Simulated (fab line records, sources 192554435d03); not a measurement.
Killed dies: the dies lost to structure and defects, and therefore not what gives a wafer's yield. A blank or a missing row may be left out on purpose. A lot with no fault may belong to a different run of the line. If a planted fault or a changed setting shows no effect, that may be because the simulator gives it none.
The tool behind it: which one?	flow n5Finfet	23 lots, 69 wafers sampled, at 5 steps of a route of 1938

## WHAT THE GAUGES SHOWED, per wafer
N5_BEOL_M0_RS_MEAS_126: the measuring method here is four-point-probe. Usual: M0_RS 0.528 ohm/sq, standard deviation 0.017.
lot	measured	on	M0_RS (ohm/sq)	flag
L074	day 5 23:44	filmMetro-01	0.547 0.530 0.531	
L075	day 6 08:37	filmMetro-01	0.539 0.531 0.512	
L076	day 6 14:07	filmMetro-01	0.535 0.538 0.517	
L077	day 7 00:35	filmMetro-01	0.540 0.527 0.525	
L078	day 7 03:01	filmMetro-01	0.496 0.510 0.538	
L079	day 7 11:01	filmMetro-02	0.552 0.535 0.546	
L080	day 7 17:59	filmMetro-02	0.548 0.554 0.527	
L081	day 7 21:59	filmMetro-02	0.544 0.540 0.528	
L082	day 7 23:29	filmMetro-02	0.521 0.513 0.525	
L083	day 8 07:14	filmMetro-01	0.546 0.522 0.526	
L084	day 8 15:19	filmMetro-02	0.549 0.519 0.527	
L085	day 8 21:23	filmMetro-02	0.532 0.524 0.496	
L086	day 9 03:18	filmMetro-02	0.525 0.527 0.528	
L087	day 9 08:40	filmMetro-02	0.524 0.549 0.522	
L088	day 9 14:22	filmMetro-01	0.526 0.517 0.497	
L089	day 9 16:37	filmMetro-01	0.543 0.498 0.531	
L090	day 10 00:34	filmMetro-01	0.525 0.532 0.528	
L091	day 10 19:15	filmMetro-01	0.504 0.518 0.500	
L093	day 10 17:04	filmMetro-02	0.497 0.480 0.483	
L092	day 11 05:46	filmMetro-02	0.548 0.549 0.534	
L095	day 11 07:18	filmMetro-01	0.551 0.543 0.506	
L096	day 11 12:50	filmMetro-02	0.533 0.558 0.540	
L097	day 11 19:53	filmMetro-02	0.547 0.511 0.523	

## WHAT TOOL EACH LOT RAN ON (gives the tool, then ch and the chambers of the sampled wafers, and finally the start)
lot	N5_BEOL_M0_SAQP_STRIP_75	N5_BEOL_M0_STRIP_104	N5_BEOL_M0_ETCH_128	N5_BEOL_M0_ANNEAL_117
L074	rieDiel-03 ch 2,3, day 5 17:35	rieDiel-02 ch 1,3, day 5 20:16	rieDiel-02 ch 1,2, day 5 20:25	pvdSputter-02, day 5 22:03
L075	rieDiel-03 ch 1,3, day 5 22:37	rieDiel-04 ch 0,1,2, day 6 02:11	rieDiel-01 ch 0,2, day 6 03:58	pvdSputter-03, day 6 07:13
L076	rieDiel-03 ch 1,2, day 6 07:50	rieDiel-01 ch 0,2,3, day 6 10:42	rieDiel-04 ch 0,2,3, day 6 10:49	pvdSputter-02, day 6 12:40
L077	rieDiel-06 ch 0,2,3, day 6 17:04	rieDiel-02 ch 1,2, day 6 19:43	rieDiel-02 ch 1,2, day 6 20:13	pvdSputter-03, day 6 23:15
L078	rieDiel-03 ch 0,1, day 6 19:37	rieDiel-01 ch 0,3, day 6 23:25	rieDiel-02 ch 1,2, day 6 23:37	pvdSputter-01, day 7 01:41
L079	rieDiel-05 ch 1,2,3, day 7 05:58	rieDiel-04 ch 0,2,3, day 7 07:21	rieDiel-04 ch 0,1,3, day 7 07:28	pvdSputter-01, day 7 09:16
L080	rieDiel-03 ch 0,2,3, day 7 11:27	rieDiel-02 ch 1,2,3, day 7 13:09	rieDiel-04 ch 0,2,3, day 7 13:51	pvdSputter-01, day 7 16:38
L081	rieDiel-06 ch 0,1,2, day 7 14:07	rieDiel-04 ch 2,3, day 7 16:42	rieDiel-01 ch 0,2,3, day 7 17:26	pvdSputter-03, day 7 20:37
L082	rieDiel-03 ch 1,2, day 7 19:19	rieDiel-02 ch 2,3, day 7 20:36	rieDiel-04 ch 0,1,3, day 7 20:44	pvdSputter-02, day 7 22:08
L083	rieDiel-06 ch 1,3, day 7 23:05	rieDiel-02 ch 0,1,3, day 8 01:14	rieDiel-01 ch 0,2, day 8 01:32	pvdSputter-02, day 8 05:53
L084	rieDiel-03 ch 0,2,3, day 8 08:23	rieDiel-04 ch 0,1,3, day 8 10:29	rieDiel-02 ch 1,2,3, day 8 11:08	pvdSputter-01, day 8 13:59
L085	rieDiel-05 ch 0,1,2, day 8 13:26	rieDiel-02 ch 0,1,2, day 8 16:52	rieDiel-04 ch 0,2,3, day 8 17:05	pvdSputter-02, day 8 20:04
L086	rieDiel-03 ch 0,1,2, day 8 21:14	rieDiel-04 ch 0,1,2, day 8 23:42	rieDiel-01 ch 0,2,3, day 9 00:08	pvdSputter-03, day 9 01:55
L087	rieDiel-03 ch 0,1,2, day 9 03:24	rieDiel-02 ch 1,3, day 9 04:50	rieDiel-02 ch 0,1,2, day 9 04:57	pvdSputter-03, day 9 07:17
L088	rieDiel-05 ch 0,2, day 9 06:54	rieDiel-02 ch 1,3, day 9 11:07	rieDiel-02 ch 1,2,3, day 9 11:14	pvdSputter-01, day 9 13:01
L089	rieDiel-03 ch 0,2, day 9 11:52	rieDiel-04 ch 0,1,2, day 9 13:08	rieDiel-04 ch 1,2, day 9 13:22	pvdSputter-01, day 9 15:17
L090	rieDiel-06 ch 2,3, day 9 15:17	rieDiel-02 ch 0,3, day 9 17:40	rieDiel-02 ch 0,2,3, day 9 18:02	pvdSputter-01, day 9 22:16
L091	rieDiel-06 ch 1,2, day 10 11:37	rieDiel-02 ch 0,1, day 10 14:44	rieDiel-04 ch 0,1, day 10 14:56	pvdSputter-02, day 10 17:52
L093	rieDiel-05 ch 0,1,2, day 10 12:03	rieDiel-04 ch 0,1,3, day 10 13:49	rieDiel-04 ch 0,3, day 10 13:56	pvdSputter-01, day 10 15:31
L092	rieDiel-03 ch 0,1,3, day 10 22:16	rieDiel-01 ch 0,1,3, day 11 00:29	rieDiel-02 ch 1,2,3, day 11 00:50	pvdSputter-02, day 11 03:53
L095	rieDiel-03 ch 1,2,3, day 11 00:13	rieDiel-04 ch 2,3, day 11 03:33	rieDiel-04 ch 0,3, day 11 04:04	pvdSputter-03, day 11 05:38
L096	rieDiel-05 ch 0,1,2, day 11 06:42	rieDiel-04 ch 0,2,3, day 11 09:58	rieDiel-04 ch 1,2, day 11 10:06	pvdSputter-02, day 11 11:29
L097	rieDiel-03 ch 0,1, day 11 11:51	rieDiel-01 ch 1,2, day 11 16:10	rieDiel-02 ch 0,2,3, day 11 16:17	pvdSputter-01, day 11 18:33
- N5_BEOL_M0_SAQP_STRIP_75: strips in CF4.
- N5_BEOL_M0_STRIP_104: strips in N2/H2.
- N5_BEOL_M0_ETCH_128: etches SiCN in CF4/N2, target depth 12 nm, overetch 5.1 nm, time 21.4 s.
- N5_BEOL_M0_ANNEAL_117: time 60 s.

## WHAT THE TOOLS THEMSELVES READ (means of the sampled wafers that have a number; where no wafer has one, the mark that the record gives instead)
N5_BEOL_M0_SAQP_STRIP_75. Usual: chamberPressureMTorr 50.00 mTorr, standard deviation 0.045; drypumpMotorCurrentA 5.80 A, standard deviation 0.29; oesProductAu 0.185 a.u., standard deviation 0.019; rfVppV 271.6 V, standard deviation 1.4; showerheadPlenumPTorr 1.82 Torr, standard deviation 0.06; throttleValvePct 13.50 %, standard deviation 0.26.
lot	tool	chamberPressureMTorr (mTorr)	drypumpMotorCurrentA (A)	oesProductAu (a.u.)	rfVppV (V)	showerheadPlenumPTorr (Torr)	throttleValvePct (%)	flag
L074	rieDiel-03	50.00	5.62	0.201	272.1	1.85	13.34	
L075	rieDiel-03	49.98	6.04	0.175	272.0	1.81	13.37	
L076	rieDiel-03	49.95	5.92	0.201	273.3	1.89	13.23	
L077	rieDiel-06	49.99	5.92	0.179	270.8	1.77	13.52	
L078	rieDiel-03	49.98	5.86	0.195	272.0	1.85	13.34	
L079	rieDiel-05	50.03	5.84	0.178	271.1	1.80	13.73	
L080	rieDiel-03	50.04	5.59	0.206	271.0	1.83	13.41	
L081	rieDiel-06	50.03	5.78	0.172	270.9	1.81	13.73	
L082	rieDiel-03	50.02	6.10	0.182	272.2	1.87	13.27	
L083	rieDiel-06	50.03	5.56	0.179	272.6	1.83	13.49	
L084	rieDiel-03	50.03	5.59	0.201	272.0	1.82	13.43	
L085	rieDiel-05	50.00	5.87	0.185	271.3	1.80	13.64	
L086	rieDiel-03	50.00	5.89	0.190	271.8	1.86	13.32	
L087	rieDiel-03	50.00	5.88	0.193	272.9	1.86	13.33	
L088	rieDiel-05	49.95	5.91	0.182	269.9	1.75	13.65	
L089	rieDiel-03	50.00	5.64	0.205	272.0	1.86	13.38	
L090	rieDiel-06	49.99	5.85	0.180	270.8	1.77	13.56	
L091	rieDiel-06	49.99	5.69	0.169	271.9	1.81	13.77	
L093	rieDiel-05	50.03	5.87	0.174	270.4	1.80	13.68	
L092	rieDiel-03	49.99	5.79	0.181	271.5	1.80	13.50	
L095	rieDiel-03	49.94	5.81	0.183	272.6	1.82	13.45	
L096	rieDiel-05	50.02	5.86	0.174	271.4	1.80	13.68	
L097	rieDiel-03	50.01	5.87	0.184	272.3	1.84	13.42	

N5_BEOL_M0_STRIP_104. Usual: chamberPressureMTorr 20.00 mTorr, standard deviation 0.037; drypumpMotorCurrentA 5.7 A, standard deviation 0.46; oesProductAu 0.80 a.u., standard deviation 0.067; rfVppV 59.2 V, standard deviation 1.7; showerheadPlenumPTorr 2.51 Torr, standard deviation 0.078; throttleValvePct 23.6 %, standard deviation 0.37.
lot	tool	chamberPressureMTorr (mTorr)	drypumpMotorCurrentA (A)	oesProductAu (a.u.)	rfVppV (V)	showerheadPlenumPTorr (Torr)	throttleValvePct (%)	flag
L074	rieDiel-02	20.02	6.1	0.79	58.1	2.51	23.3	
L075	rieDiel-04	20.00	5.4	0.88	59.0	2.51	23.6	
L076	rieDiel-01	19.98	6.0	0.82	58.4	2.50	23.6	
L077	rieDiel-02	19.96	5.8	0.87	60.5	2.48	24.0	
L078	rieDiel-01	19.98	6.2	0.83	58.9	2.46	23.4	
L079	rieDiel-04	19.97	5.5	0.88	59.9	2.54	23.3	
L080	rieDiel-02	19.98	5.9	0.81	58.4	2.52	23.7	
L081	rieDiel-04	19.99	5.2	0.87	60.2	2.57	23.4	
L082	rieDiel-02	20.00	5.8	0.81	61.2	2.60	23.6	
L083	rieDiel-02	20.02	5.8	0.75	58.3	2.53	23.5	
L084	rieDiel-04	19.98	5.7	0.83	56.6	2.50	23.6	
L085	rieDiel-02	20.01	5.7	0.77	58.7	2.48	23.8	
L086	rieDiel-04	19.99	5.4	0.83	57.5	2.50	23.7	
L087	rieDiel-02	19.99	6.0	0.75	60.1	2.50	23.4	
L088	rieDiel-02	20.00	6.1	0.75	59.0	2.50	23.4	
L089	rieDiel-04	20.00	5.4	0.82	61.5	2.50	23.7	
L090	rieDiel-02	20.03	5.4	0.71	60.4	2.57	23.6	
L091	rieDiel-02	20.03	5.5	0.71	59.2	2.48	23.7	
L093	rieDiel-04	20.02	5.7	0.80	60.4	2.49	23.7	
L092	rieDiel-01	19.96	5.8	0.82	59.4	2.52	23.4	
L095	rieDiel-04	20.00	5.2	0.84	57.5	2.56	23.4	
L096	rieDiel-04	19.99	5.5	0.82	58.4	2.53	23.4	
L097	rieDiel-01	19.96	5.4	0.79	60.7	2.60	23.7	

N5_BEOL_M0_ETCH_128. Usual: chamberPressureMTorr 40.00 mTorr, standard deviation 0.036; drypumpMotorCurrentA 5.6 A, standard deviation 0.46; oesProductAu 0.56 a.u., standard deviation 0.042; rfVppV 381.8 V, standard deviation 1.7; showerheadPlenumPTorr 2.19 Torr, standard deviation 0.06; throttleValvePct 15.38 %, standard deviation 0.14.
lot	tool	chamberPressureMTorr (mTorr)	drypumpMotorCurrentA (A)	oesProductAu (a.u.)	rfVppV (V)	showerheadPlenumPTorr (Torr)	throttleValvePct (%)	flag
L074	rieDiel-02	40.01	6.0	0.57	380.6	2.14	15.47	
L075	rieDiel-01	40.01	5.9	0.56	382.2	2.20	15.35	
L076	rieDiel-04	39.96	5.4	0.62	382.2	2.23	15.25	
L077	rieDiel-02	40.00	5.8	0.59	380.6	2.16	15.49	
L078	rieDiel-02	40.03	6.0	0.56	381.2	2.14	15.50	
L079	rieDiel-04	39.99	5.7	0.58	381.6	2.18	15.36	
L080	rieDiel-04	40.02	5.4	0.61	382.3	2.22	15.27	
L081	rieDiel-01	39.96	6.0	0.55	380.6	2.17	15.38	
L082	rieDiel-04	40.02	5.7	0.58	381.4	2.18	15.37	
L083	rieDiel-01	40.00	5.8	0.55	382.1	2.20	15.41	
L084	rieDiel-02	40.01	5.9	0.55	383.3	2.20	15.39	
L085	rieDiel-04	39.99	5.5	0.59	382.6	2.22	15.29	
L086	rieDiel-01	40.04	6.0	0.55	380.6	2.16	15.40	
L087	rieDiel-02	40.00	5.7	0.53	381.3	2.16	15.56	
L088	rieDiel-02	40.00	5.9	0.53	381.6	2.19	15.41	
L089	rieDiel-04	39.97	5.2	0.55	380.4	2.16	15.36	
L090	rieDiel-02	40.05	5.6	0.53	382.3	2.22	15.43	
L091	rieDiel-04	40.00	5.9	0.55	380.8	2.15	15.43	
L093	rieDiel-04	40.02	5.7	0.57	382.8	2.21	15.39	
L092	rieDiel-02	40.00	5.9	0.53	381.8	2.19	15.43	
L095	rieDiel-04	39.97	5.7	0.58	382.5	2.21	15.40	
L096	rieDiel-04	40.00	5.0	0.57	383.3	2.19	15.30	
L097	rieDiel-02	40.02	5.6	0.52	382.2	2.21	15.47	

N5_BEOL_M0_ANNEAL_117. Usual: 821 W for heaterPowerW, sd 78.
lot	tool	heaterPowerW (W)	flag
L074	pvdSputter-02	806	
L075	pvdSputter-03	799	
L076	pvdSputter-02	777	
L077	pvdSputter-03	932	
L078	pvdSputter-01	814	
L079	pvdSputter-01	799	
L080	pvdSputter-01	819	
L081	pvdSputter-03	842	
L082	pvdSputter-02	800	
L083	pvdSputter-02	812	
L084	pvdSputter-01	779	
L085	pvdSputter-02	812	
L086	pvdSputter-03	801	
L087	pvdSputter-03	873	
L088	pvdSputter-01	850	
L089	pvdSputter-01	777	
L090	pvdSputter-01	817	
L091	pvdSputter-02	766	
L093	pvdSputter-01	799	
L092	pvdSputter-02	807	
L095	pvdSputter-03	847	
L096	pvdSputter-02	736	
L097	pvdSputter-01	840	

## THE ANSWER, worked out from the rows above alone
Rule: take the mean of a lot's wafers that have a number; if it is more than 3 standard deviations from the usual mean, the lot is off. Also off: a lot with no number at a reading for which 4 or more lots have one. The other lots that the step has rows for count as sound. The gauges are gone through in route order, then the tools' own readings, and for those a lot's mean is taken as printed above. The first step at which some lot is off is used, and at that step the reading that is off furthest; a lot without a number counts as furthest.
No lot is off at any reading shown: from this, nothing can be told.

## WHAT THE SIMULATOR HAD INSERTED
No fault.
